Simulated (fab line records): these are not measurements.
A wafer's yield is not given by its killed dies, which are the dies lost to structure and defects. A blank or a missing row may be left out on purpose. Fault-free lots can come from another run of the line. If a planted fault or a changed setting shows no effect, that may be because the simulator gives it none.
A lot that was struck, set against a sound lot	flow nand harc	13 out of 1159 route steps
Sound: the wafers L872.1, L872.3, L872.5. Struck: wafers L881.3, L881.4. (L881.6 of the same lot was not struck and is left out.) The cause comes at the end.
Each step with rows lists, per side, the tool, then ch with its chambers, then its first start. Under that, the readings that differ: sound wafers	struck wafers	difference of the means	sigmas: that difference in standard deviations of wafers without a fault.
alike: words and numbers the same on both sides, and readings whose means are apart by under 2 such deviations; not compared: readings that were withheld, readings missing a value for some wafer, numbers with overlapping values and no deviation given by the record, and bounds like >300 which may hide the same value.
Wherever a step has rows on one side only, a row that says differs or no value, or a row with sigmas, the two part there. When numbers do not overlap yet have no deviation, they are printed without sigmas and do not part them. A reading missing from all wafers of one side parts the sides only when that side holds two or more wafers.

NHARC_A_ZERO_WELL_INSPECT_17:
  sound: defect inspect-02 at day 7 18:07; struck: defect inspect-02 at day 10 04:02
  alike: raw defect count
then, 3 steps without rows for these wafers: NHARC_A_SOURCE_PLATE_PRECLEAN_00 (cleans in HF-LAST, time 60 s); NHARC_A_SOURCE_PLATE_SRD_01; NHARC_A_SOURCE_PLATE_OXIDE_02 (material SiO2, target thk 10 nm, ox time 1362 s).
NHARC_A_SOURCE_PLATE_THK_MEAS_09: measures by ellipsometry.
  sound: film metro-02 at day 8 01:34; struck: film metro-01 at day 10 11:30
  alike: thk nm
then, 3 steps without rows for these wafers: NHARC_A_SOURCE_PLATE_PVD_04 (deposits WSi2, target thk 50 nm); NHARC_A_SOURCE_PLATE_CVD_03 (deposits poly-Si, target thk 200 nm, time 4000 s); NHARC_A_SOURCE_PLATE_ANNEAL_05 (time 1800 s).
NHARC_A_SOURCE_PLATE_THK_MEAS_06: measures by ellipsometry.
  sound: film metro-01 at day 8 14:53; struck: film metro-01 at day 11 01:26
  alike: thk nm
NHARC_A_SOURCE_PLATE_INSPECT_08:
  sound: defect inspect-02 at day 8 14:58; struck: defect inspect-02 at day 11 01:30
  alike: raw defect count
NHARC_A_ONON_D1_DEP_00: target thk 1000 nm.
  sound on pecvd onon-01 ch 0, day 8 15:01; struck on pecvd onon-01 ch 0, day 11 02:02
  alike: susceptor temp C
NHARC_A_ONON_D1_THK_MEAS_02: measures by ellipsometry.
  sound: film metro-01 at day 8 15:32; struck: film metro-02 at day 11 02:25
reading	sound	struck	difference	sigmas
thk nm (nm)	994 994 995	628 629	-366	-30
next comes 1 step that has no rows for these wafers: NHARC_A_ONON_D1_DEP_03 (target thickness 1000 nm).

WHERE THEY PART
At NHARC_A_ONON_D1_THK_MEAS_02 and nowhere else, as far as this record goes.

WHY: whatever the simulator had introduced
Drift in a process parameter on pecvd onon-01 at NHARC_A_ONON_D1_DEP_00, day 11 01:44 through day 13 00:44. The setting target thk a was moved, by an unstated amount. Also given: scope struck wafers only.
